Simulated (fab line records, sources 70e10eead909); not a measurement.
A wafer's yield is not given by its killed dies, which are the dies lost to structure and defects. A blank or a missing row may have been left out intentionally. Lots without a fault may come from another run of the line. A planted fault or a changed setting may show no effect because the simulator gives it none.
Tool commonality check || flow nandHarc || 12 lots and 36 wafers in the sample

REASON FOR OPENING
Flagged at NHARC_A_M1_THK_MEAS_24: reading thkNm, on 3 of 12 lots. Wafers without a fault read 153.9 nm, standard deviation 1.4.
Rule: a lot gets a flag if all its wafers with a number sit over 4 standard deviations from that mean, or if no wafer of it has a number. As for the other lots, they are considered sound.

{"lot": "L189", "measured": "day 18 03:10", "on": "filmMetro-01", "thkNm (nm), wafer by wafer": "155.5 154.5 155.3", "flag": ""}
{"lot": "L190", "measured": "day 18 03:25", "on": "filmMetro-01", "thkNm (nm), wafer by wafer": "151.5 152.0 154.3", "flag": ""}
{"lot": "L198", "measured": "day 20 02:20", "on": "filmMetro-01", "thkNm (nm), wafer by wafer": "29.9 30.4 30.1", "flag": "FLAGGED"}
{"lot": "L197", "measured": "day 20 02:42", "on": "filmMetro-02", "thkNm (nm), wafer by wafer": "29.5 30.1 29.1", "flag": "FLAGGED"}
{"lot": "L199", "measured": "day 20 15:03", "on": "filmMetro-01", "thkNm (nm), wafer by wafer": "30.2 31.3 30.0", "flag": "FLAGGED"}
{"lot": "L203", "measured": "day 21 03:25", "on": "filmMetro-02", "thkNm (nm), wafer by wafer": "152.9 154.3 152.9", "flag": ""}
{"lot": "L202", "measured": "day 21 06:17", "on": "filmMetro-01", "thkNm (nm), wafer by wafer": "153.4 154.8 152.5", "flag": ""}
{"lot": "L204", "measured": "day 22 00:32", "on": "filmMetro-01", "thkNm (nm), wafer by wafer": "154.6 154.2 151.5", "flag": ""}
{"lot": "L209", "measured": "day 22 13:01", "on": "filmMetro-02", "thkNm (nm), wafer by wafer": "155.0 156.4 153.7", "flag": ""}
{"lot": "L208", "measured": "day 22 20:50", "on": "filmMetro-01", "thkNm (nm), wafer by wafer": "153.2 155.4 155.6", "flag": ""}
{"lot": "L210", "measured": "day 23 06:32", "on": "filmMetro-02", "thkNm (nm), wafer by wafer": "153.9 150.5 153.8", "flag": ""}
{"lot": "L211", "measured": "day 23 07:00", "on": "filmMetro-01", "thkNm (nm), wafer by wafer": "154.3 151.2 151.5", "flag": ""}
On average the flagged lots' numbers are 30.1 nm, which is -123.8 nm against the usual, or -88 standard deviations.

WHICH TOOL RAN EACH LOT
The record holds 4 process steps before the reading, out of a route of 1159 steps. Each cell gives the tool, then ch followed by the chambers the sampled wafers passed through, then the start.
{"lot": "L189", "flag": "", "NHARC_A_M1_DEGAS_29": "pvdSputter-03, day 18 01:46", "NHARC_A_M1_PRE_CLEAN_30": "pvdSputter-03, day 18 02:07 or earlier", "NHARC_A_M1_ECD_22": "ecdCu-02 ch 0,1, day 18 02:07", "NHARC_A_M1_CMP_23": "cmp-03 ch 0,2,3, day 18 02:51"}
{"lot": "L190", "flag": "", "NHARC_A_M1_DEGAS_29": "pvdSputter-01, day 18 01:56", "NHARC_A_M1_PRE_CLEAN_30": "pvdSputter-01, day 18 02:16 or earlier", "NHARC_A_M1_ECD_22": "ecdCu-01 ch 0,1, day 18 02:16", "NHARC_A_M1_CMP_23": "cmp-02 ch 1,2, day 18 03:07"}
{"lot": "L198", "flag": "FLAGGED", "NHARC_A_M1_DEGAS_29": "pvdSputter-03, day 20 00:49", "NHARC_A_M1_PRE_CLEAN_30": "pvdSputter-03, day 20 01:11 or earlier", "NHARC_A_M1_ECD_22": "ecdCu-01 ch 0,1, day 20 01:11", "NHARC_A_M1_CMP_23": "cmp-02 ch 1,3, day 20 02:01"}
{"lot": "L197", "flag": "FLAGGED", "NHARC_A_M1_DEGAS_29": "pvdSputter-02, day 20 01:14", "NHARC_A_M1_PRE_CLEAN_30": "pvdSputter-02, day 20 01:35 or earlier", "NHARC_A_M1_ECD_22": "ecdCu-02 ch 0,1, day 20 01:35", "NHARC_A_M1_CMP_23": "cmp-04 ch 0,3, day 20 02:23"}
{"lot": "L199", "flag": "FLAGGED", "NHARC_A_M1_DEGAS_29": "pvdSputter-03, day 20 13:40", "NHARC_A_M1_PRE_CLEAN_30": "pvdSputter-03, day 20 14:07 or earlier", "NHARC_A_M1_ECD_22": "ecdCu-02 ch 0,1, day 20 14:07", "NHARC_A_M1_CMP_23": "cmp-03 ch 0,3, day 20 14:46"}
{"lot": "L203", "flag": "", "NHARC_A_M1_DEGAS_29": "pvdSputter-01, day 21 01:54", "NHARC_A_M1_PRE_CLEAN_30": "pvdSputter-01, day 21 02:25 or earlier", "NHARC_A_M1_ECD_22": "ecdCu-02 ch 1, day 21 02:25", "NHARC_A_M1_CMP_23": "cmp-03 ch 0,2, day 21 03:08"}
{"lot": "L202", "flag": "", "NHARC_A_M1_DEGAS_29": "pvdSputter-02, day 21 04:54", "NHARC_A_M1_PRE_CLEAN_30": "pvdSputter-02, day 21 05:14 or earlier", "NHARC_A_M1_ECD_22": "ecdCu-02 ch 0,1, day 21 05:14", "NHARC_A_M1_CMP_23": "cmp-03 ch 0,1,2, day 21 06:03"}
{"lot": "L204", "flag": "", "NHARC_A_M1_DEGAS_29": "pvdSputter-02, day 21 23:06", "NHARC_A_M1_PRE_CLEAN_30": "pvdSputter-02, day 21 23:34 or earlier", "NHARC_A_M1_ECD_22": "ecdCu-01 ch 0,1, day 21 23:34", "NHARC_A_M1_CMP_23": "cmp-02 ch 0,2, day 22 00:13"}
{"lot": "L209", "flag": "", "NHARC_A_M1_DEGAS_29": "pvdSputter-02, day 22 11:36", "NHARC_A_M1_PRE_CLEAN_30": "pvdSputter-02, day 22 12:00 or earlier", "NHARC_A_M1_ECD_22": "ecdCu-02 ch 0,1, day 22 12:00", "NHARC_A_M1_CMP_23": "cmp-03 ch 0,1,2, day 22 12:46"}
{"lot": "L208", "flag": "", "NHARC_A_M1_DEGAS_29": "pvdSputter-02, day 22 19:26", "NHARC_A_M1_PRE_CLEAN_30": "pvdSputter-02, day 22 19:47 or earlier", "NHARC_A_M1_ECD_22": "ecdCu-01 ch 0,1, day 22 19:47", "NHARC_A_M1_CMP_23": "cmp-04 ch 1,2, day 22 20:31"}
{"lot": "L210", "flag": "", "NHARC_A_M1_DEGAS_29": "pvdSputter-01, day 23 05:08", "NHARC_A_M1_PRE_CLEAN_30": "pvdSputter-01, day 23 05:38 or earlier", "NHARC_A_M1_ECD_22": "ecdCu-01 ch 0,1, day 23 05:38", "NHARC_A_M1_CMP_23": "cmp-03 ch 2,3, day 23 06:14"}
{"lot": "L211", "flag": "", "NHARC_A_M1_DEGAS_29": "pvdSputter-03, day 23 05:35", "NHARC_A_M1_PRE_CLEAN_30": "pvdSputter-03, day 23 05:57 or earlier", "NHARC_A_M1_ECD_22": "ecdCu-01 ch 0,1, day 23 05:57", "NHARC_A_M1_CMP_23": "cmp-02 ch 1,2,3, day 23 06:41"}
What is done by these steps:
- NHARC_A_M1_DEGAS_29: time 60 s.
- NHARC_A_M1_PRE_CLEAN_30: time 30 s.
- NHARC_A_M1_ECD_22: material Cu, target thk 400 nm.
- NHARC_A_M1_CMP_23: polishes, t overpolish 20 s, target thk 154.34 nm.
- NHARC_A_M1_THK_MEAS_24: measures by xrf.

FLAGGED AGAINST TOTAL, ONE TOOL AT A TIME (gauges that did the reading follow at the end)
{"step": "NHARC_A_M1_DEGAS_29", "tool": "pvdSputter-01", "lots run": 3, "flagged": 0, "share of the flagged lots": "none", "sound lots run after its first flagged lot": "-"}
{"step": "NHARC_A_M1_DEGAS_29", "tool": "pvdSputter-02", "lots run": 5, "flagged": 1, "share of the flagged lots": "some", "sound lots run after its first flagged lot": "4 (L202,L204,L209,L208)"}
{"step": "NHARC_A_M1_DEGAS_29", "tool": "pvdSputter-03", "lots run": 4, "flagged": 2, "share of the flagged lots": "some", "sound lots run after its first flagged lot": "1 (L211)"}
{"step": "NHARC_A_M1_PRE_CLEAN_30", "tool": "pvdSputter-01", "lots run": 3, "flagged": 0, "share of the flagged lots": "none", "sound lots run after its first flagged lot": "-"}
{"step": "NHARC_A_M1_PRE_CLEAN_30", "tool": "pvdSputter-02", "lots run": 5, "flagged": 1, "share of the flagged lots": "some", "sound lots run after its first flagged lot": "4 (L202,L204,L209,L208)"}
{"step": "NHARC_A_M1_PRE_CLEAN_30", "tool": "pvdSputter-03", "lots run": 4, "flagged": 2, "share of the flagged lots": "some", "sound lots run after its first flagged lot": "1 (L211)"}
{"step": "NHARC_A_M1_ECD_22", "tool": "ecdCu-01", "lots run": 6, "flagged": 1, "share of the flagged lots": "some", "sound lots run after its first flagged lot": "4 (L204,L208,L210,L211)"}
{"step": "NHARC_A_M1_ECD_22", "tool": "ecdCu-02", "lots run": 6, "flagged": 2, "share of the flagged lots": "some", "sound lots run after its first flagged lot": "3 (L203,L202,L209)"}
{"step": "NHARC_A_M1_CMP_23", "tool": "cmp-02", "lots run": 4, "flagged": 1, "share of the flagged lots": "some", "sound lots run after its first flagged lot": "2 (L204,L211)"}
{"step": "NHARC_A_M1_CMP_23", "tool": "cmp-03", "lots run": 6, "flagged": 1, "share of the flagged lots": "some", "sound lots run after its first flagged lot": "4 (L203,L202,L209,L210)"}
{"step": "NHARC_A_M1_CMP_23", "tool": "cmp-04", "lots run": 2, "flagged": 1, "share of the flagged lots": "some", "sound lots run after its first flagged lot": "1 (L208)"}
{"step": "NHARC_A_M1_THK_MEAS_24", "tool": "filmMetro-01", "lots run": 8, "flagged": 2, "share of the flagged lots": "some", "sound lots run after its first flagged lot": "4 (L202,L204,L208,L211)"}
{"step": "NHARC_A_M1_THK_MEAS_24", "tool": "filmMetro-02", "lots run": 4, "flagged": 1, "share of the flagged lots": "some", "sound lots run after its first flagged lot": "3 (L203,L209,L210)"}
NHARC_A_M1_PRE_CLEAN_30: start missing for some lots; hours and lot order therefore follow NHARC_A_M1_ECD_22.

WHAT THE TABLE ALLOWS
No row of the table ran every flagged lot.

WHAT THE SIMULATOR HAD PUT IN
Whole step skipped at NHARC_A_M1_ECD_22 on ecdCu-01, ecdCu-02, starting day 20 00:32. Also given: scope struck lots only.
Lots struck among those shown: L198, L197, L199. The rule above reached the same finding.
